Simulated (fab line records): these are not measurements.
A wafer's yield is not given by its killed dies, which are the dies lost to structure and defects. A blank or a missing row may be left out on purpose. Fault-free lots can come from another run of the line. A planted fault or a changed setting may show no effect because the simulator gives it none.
fab line records    flow nand-harc    part 2 of 2: steps 5 to 6 of 6
record: lots: 23  wafers: 69  last-day: 33
route steps=1302 shown A_CONTACT@1045
lots with no fault: from the same line, run without faults
start-h: start of the lot's first displayed wafer, in hours after the record's first day    wait-h: time in hours since the lot's previous step    " unchanged from the row above    L1.1+2: several wafers, shown together as one row    - no value present, or no start provided    * or withheld: withheld    < > ~ a bound
route shown NAME@n: NAME is a module with steps in the file, n the number in the route of the first one    usual: mean/standard deviation of fault-free wafers    same: alike in all rows    chamber/n: place in a boat    sites: the reading at each site    _std_site: standard deviation of those values    _edge_site: the outer-site mean with the inner-site mean subtracted    radius-mm: how far each site lies from the wafer's centre    mask NAME#n: copy n    behind: the last tool/chamber to shape the wafer    hold: what put the lot on hold/how long, in hours/how the hold closed    device: the transistor (n, p or np) that didn't switch    end of line: the tests these same wafers got at the end of their route    a step given without rows: its recipe and nothing more    killed: dies that structure and defects cost at the first sort, which is not the same as the wafer's yield    map: shows each die of a wafer: x if killed, . if not, _ if none is there
set.NAME: the setting the step ran with; set.NAME@STEP: the setting that earlier step ran with    model.NAME: the simulator's own value behind a step, which no gauge read
the route's steps for a sample of lots (tables are steps, rows are wafers)
services: a tool's chamber out of use, with start hour (start-h, from the record's first day; less than 0 if before it), hours out, and reason
== steps ==
step: NHARC_A_CONTACT_CD_MEAS_08
recipe: target-cd-nm: 200  landing-energy-ev: 500
usual: cd-nm: 199.8/0.68
lot.wafer  tool       chamber  start-h  wait-h  cd-nm
L075.2     cd-sem-01  0        519.07   -       197.9
L075.3     "          0        "        "       199.3
L075.6     "          0        "        "       198.5
L076.1     cd-sem-01  0        526.45   -       201.0
L076.4     "          0        "        "       200.0
L076.5     "          0        "        "       200.1
L074.4     cd-sem-02  0        526.75   -       199.7
L074.5     "          0        "        "       198.5
L074.6     "          0        "        "       199.8
L077.2     cd-sem-03  0        529.85   -       199.7
L077.4     "          0        "        "       199.4
L077.5     "          0        "        "       200.0
L078.1     cd-sem-03  0        544.94   -       199.8
L078.4     "          0        "        "       199.6
L078.5     "          0        "        "       199.2
L079.1     cd-sem-01  0        549.88   -       199.8
L079.2     "          0        "        "       199.1
L079.3     "          0        "        "       200.1
L080.2     cd-sem-02  0        565.26   -       199.5
L080.5     "          0        "        "       199.9
L080.6     "          0        "        "       199.9
L082.1     cd-sem-02  0        585.11   -       198.6
L082.4     "          0        "        "       198.7
L082.6     "          0        "        "       199.5
L081.1     cd-sem-01  0        589.46   -       199.2
L081.5     "          0        "        "       199.7
L081.6     "          0        "        "       199.7
L083.2     cd-sem-03  0        597.06   -       199.5
L083.3     "          0        "        "       199.9
L083.5     "          0        "        "       200.0
L085.1     cd-sem-01  0        633.24   -       199.0
L085.3     "          0        "        "       199.2
L085.4     "          0        "        "       198.6
L084.2     cd-sem-01  0        637.38   -       198.3
L084.3     "          0        "        "       198.4
L084.6     "          0        "        "       198.7
L086.1     cd-sem-02  0        641.61   -       200.3
L086.3     "          0        "        "       200.3
L086.4     "          0        "        "       200.3
L090.1     cd-sem-02  0        674.23   -       200.2
L090.2     "          0        "        "       200.2
L090.6     "          0        "        "       200.4
L091.1     cd-sem-02  0        679.42   -       199.8
L091.2     "          0        "        "       200.3
L091.6     "          0        "        "       200.6
L088.2     cd-sem-02  0        679.95   -       200.0
L088.4     "          0        "        "       199.0
L088.5     "          0        "        "       199.7
L089.2     cd-sem-01  0        682.09   -       200.8
L089.4     "          0        "        "       199.9
L089.6     "          0        "        "       200.5
L092.3     cd-sem-03  0        698.70   -       200.7
L092.4     "          0        "        "       199.1
L092.5     "          0        "        "       200.0
L094.1     cd-sem-01  0        702.95   -       199.7
L094.2     "          0        "        "       200.1
L094.6     "          0        "        "       200.9
L093.3     cd-sem-03  0        704.45   -       199.7
L093.4     "          0        "        "       199.8
L093.5     "          0        "        "       199.7
L096.1     cd-sem-02  0        709.23   -       200.8
L096.3     "          0        "        "       200.2
L096.6     "          0        "        "       199.4
L095.2     cd-sem-01  0        712.67   -       200.0
L095.5     "          0        "        "       199.2
L095.6     "          0        "        "       199.1
L097.3     cd-sem-01  0        742.98   -       200.0
L097.4     "          0        "        "       200.4
L097.6     "          0        "        "       200.3
step: NHARC_A_CONTACT_ETCH_88
recipe: target-depth-a: 390  over-etch-frac: 0.3  time-s: 65  ion-energy-ev: 80  cf4-flow-sccm: 150  ar-flow-sccm: 0  rf-w: 300  bias-w: 100  chemistry: CF4
usual: chamber-pressure-mTorr: 50.00/0.045  drypump-motor-current-A: 5.5/0.51  oes-product-au: 1.000/0.01  rf-vpp-V: 151.5/0.88  showerhead-plenum-p-Torr: 1.79/0.043  throttle-valve-pct: 13.283/0.0091
same: over-etch-frac: 0.3
lot.wafer  tool         chamber  start-h  wait-h  chamber-pressure-mTorr  drypump-motor-current-A  oes-product-au  rf-hours-counter-h  rf-vpp-V  showerhead-plenum-p-Torr  throttle-valve-pct
L075.2     rie-diel-02  0        519.49   0.2     50.03                   4.9                      0.991           33                  153.0     1.83                      13.274
L075.3     "            1        "        "       49.96                   6.1                      0.983           36                  151.7     1.86                      13.286
L075.6     "            3        "        "       49.98                   5.1                      0.997           -                   152.0     1.70                      13.274
L076.4     rie-diel-02  3        526.84   0.1     50.01                   5.1                      0.999           35                  149.5     1.70                      13.294
L076.1     "            2        "        "       49.96                   5.7                      0.999           43                  151.2     1.77                      13.284
L076.5     "            0        "        "       50.03                   4.9                      0.983           -                   152.1     1.83                      13.282
L074.4     rie-diel-05  1        527.27   0.2     50.07                   4.7                      1.000           34                  149.8     1.74                      13.287
L074.5     "            0        "        "       49.95                   4.6                      0.999           -                   152.7     1.87                      13.280
L074.6     "            1        "        "       49.99                   4.7                      0.991           -                   150.4     1.74                      13.278
L077.4     rie-diel-13  0        530.12   0.1     50.02                   5.8                      1.015           0                   151.3     1.76                      13.270
L077.2     "            2        "        "       49.95                   6.0                      1.007           0                   151.5     1.83                      13.295
L077.5     "            1        "        "       50.09                   6.1                      1.003           -                   152.0     1.81                      13.299
L078.1     rie-diel-13  1        545.23   0.1     49.98                   6.1                      0.990           4                   151.8     1.80                      13.284
L078.4     "            2        "        "       50.02                   6.0                      1.005           3                   151.6     1.83                      13.279
L078.5     "            0        "        "       49.93                   5.8                      1.018           -                   151.7     1.76                      13.281
L079.3     rie-diel-13  0        550.15   0.1     50.01                   5.8                      1.012           5                   150.8     1.76                      13.294
L079.2     "            1        "        "       49.95                   6.0                      0.999           5                   151.3     1.80                      13.276
L079.1     "            2        "        "       49.96                   6.0                      1.016           4                   151.8     1.83                      13.275
L080.2     rie-diel-13  2        565.53   0.1     49.93                   6.0                      1.010           8                   153.4     1.83                      13.295
L080.5     "            2        "        "       50.02                   6.0                      1.012           -                   152.7     1.83                      13.287
L080.6     "            3        "        "       49.93                   5.2                      0.989           -                   152.0     1.81                      13.278
L082.1     rie-diel-05  3        585.39   0.1     49.99                   5.8                      0.995           47                  150.9     1.79                      13.291
L082.4     "            0        "        "       49.95                   4.6                      0.990           44                  151.9     1.87                      13.281
L082.6     "            3        "        "       49.93                   5.8                      0.981           -                   152.2     1.79                      13.277
L081.1     rie-diel-13  0        589.74   0.1     49.94                   5.8                      1.005           9                   150.9     1.76                      13.290
L081.5     "            0        "        "       50.07                   5.8                      1.010           -                   151.2     1.76                      13.277
L081.6     "            1        "        "       50.05                   6.0                      1.004           -                   152.3     1.80                      13.287
L083.2     rie-diel-13  1        597.33   0.1     50.04                   6.0                      1.000           12                  151.9     1.80                      13.282
L083.3     "            2        "        "       49.97                   6.0                      1.022           12                  152.0     1.83                      13.271
L083.5     "            1        "        "       49.95                   6.1                      1.003           -                   151.5     1.80                      13.278
L085.4     rie-diel-02  1        633.54   0.1     50.04                   6.0                      0.983           22                  151.7     1.85                      13.293
L085.1     "            2        "        "       50.04                   5.7                      0.990           23                  151.5     1.76                      13.268
L085.3     "            0        "        "       50.01                   4.9                      0.994           21                  150.9     1.81                      13.297
L084.3     rie-diel-02  1        637.66   0.1     49.97                   6.1                      0.990           23                  151.8     1.85                      13.280
L084.2     "            2        "        "       50.05                   5.7                      0.995           24                  150.6     1.76                      13.288
L084.6     "            0        "        "       50.00                   4.9                      1.000           -                   151.7     1.81                      13.267
L086.1     rie-diel-13  3        641.88   0.1     50.04                   5.2                      1.005           19                  152.1     1.80                      13.301
L086.3     "            0        "        "       49.89                   5.8                      1.019           13                  151.7     1.76                      13.284
L086.4     "            1        "        "       50.02                   6.0                      1.004           21                  151.1     1.80                      13.280
L090.1     rie-diel-05  2        674.51   0.1     50.02                   5.9                      1.004           26                  151.2     1.76                      13.286
L090.2     "            3        "        "       50.02                   5.7                      1.011           26                  149.8     1.78                      13.293
L090.6     "            1        "        "       49.99                   4.7                      1.017           -                   152.2     1.73                      13.293
L091.2     rie-diel-13  1        679.69   0.1     50.02                   6.1                      0.990           26                  152.6     1.80                      13.295
L091.1     "            3        "        "       50.02                   5.1                      0.997           25                  152.7     1.80                      13.272
L091.6     "            2        "        "       50.02                   6.0                      1.014           -                   153.2     1.83                      13.277
L088.4     rie-diel-13  3        680.52   0.4     49.97                   5.2                      0.983           26                  151.7     1.80                      13.292
L088.2     "            1        "        "       50.04                   6.1                      1.012           27                  151.8     1.80                      13.296
L088.5     "            0        "        "       50.03                   5.8                      1.004           -                   151.4     1.76                      13.269
L089.2     rie-diel-13  1        682.36   0.1     49.98                   6.1                      1.000           27                  151.1     1.80                      13.287
L089.4     "            0        "        "       50.03                   5.8                      1.005           17                  150.6     1.76                      13.288
L089.6     "            2        "        "       50.00                   6.0                      1.017           -                   152.0     1.83                      13.284
L092.3     rie-diel-02  0        699.23   0.3     50.00                   4.9                      0.997           38                  151.4     1.81                      13.305
L092.4     "            2        "        "       50.00                   5.7                      0.988           38                  151.1     1.76                      13.271
L092.5     "            0        "        "       49.94                   4.9                      1.004           -                   151.5     1.81                      13.270
L094.1     rie-diel-02  1        703.22   0.1     50.07                   6.1                      1.000           40                  152.4     1.85                      13.288
L094.2     "            0        "        "       49.96                   4.9                      1.003           41                  151.4     1.81                      13.291
L094.6     "            1        "        "       50.06                   6.1                      0.995           -                   153.2     1.85                      13.274
L093.3     rie-diel-05  3        704.82   0.2     49.96                   5.7                      1.013           43                  151.8     1.77                      13.284
L093.5     "            1        "        "       50.03                   4.7                      0.999           -                   151.6     1.73                      13.278
L093.4     "            0        "        "       50.13                   4.7                      1.013           -                   151.2     1.85                      13.277
L096.3     rie-diel-13  3        709.50   0.1     50.04                   5.1                      0.985           0                   151.0     1.80                      13.275
L096.1     "            0        "        "       49.97                   5.8                      1.004           0                   151.0     1.76                      13.290
L096.6     "            3        "        "       50.03                   5.1                      0.995           -                   151.3     1.80                      13.282
L095.2     rie-diel-05  1        712.95   0.1     49.98                   4.7                      1.003           43                  149.4     1.73                      13.268
L095.5     "            3        "        "       49.93                   5.8                      1.002           -                   151.0     1.77                      13.280
L095.6     "            0        "        "       49.96                   4.6                      0.987           -                   152.9     1.85                      13.283
L097.4     rie-diel-13  3        743.25   0.1     49.99                   5.1                      0.994           4                   151.2     1.80                      13.287
L097.3     "            1        "        "       50.04                   6.0                      0.988           4                   151.4     1.80                      13.273
L097.6     "            2        "        "       50.05                   6.0                      0.987           -                   151.0     1.82                      13.288
== services ==
tool             chamber  start-h  hours  kind
pecvd-01         -        492.25   13.0   pm
rie-diel-02      3        494.57   6.8    repair
har-cap-etch-01  -        497.26   17.0   pm
rie-diel-05      3        497.36   12.1   repair
rie-diel-05      0        502.32   10.3   repair
rie-diel-13      -        519.17   9.0    pm
pecvd-03         -        547.29   13.0   pm
har-cap-etch-01  -        549.85   1.2    repair
rie-diel-02      -        553.86   0.2    repair
rie-diel-02      -        572.37   9.0    pm
rie-diel-13      0        580.67   9.0    repair
rie-diel-05      -        586.36   9.0    pm
rie-diel-13      2        598.16   1.7    repair
rie-diel-13      0        607.98   22.1   repair
rie-diel-02      2        615.15   3.0    repair
pecvd-04         -        631.00   13.0   pm
rie-diel-13      3        631.30   3.7    repair
rie-diel-05      0        646.93   4.1    repair
rie-diel-13      0        651.41   12.4   repair
rie-diel-05      2        676.54   28.7   repair
rie-diel-13      -        696.53   9.0    pm
rie-diel-02      0        725.99   1.9    repair
pecvd-03         -        728.29   13.0   pm
rie-diel-13      2        736.92   2.9    repair
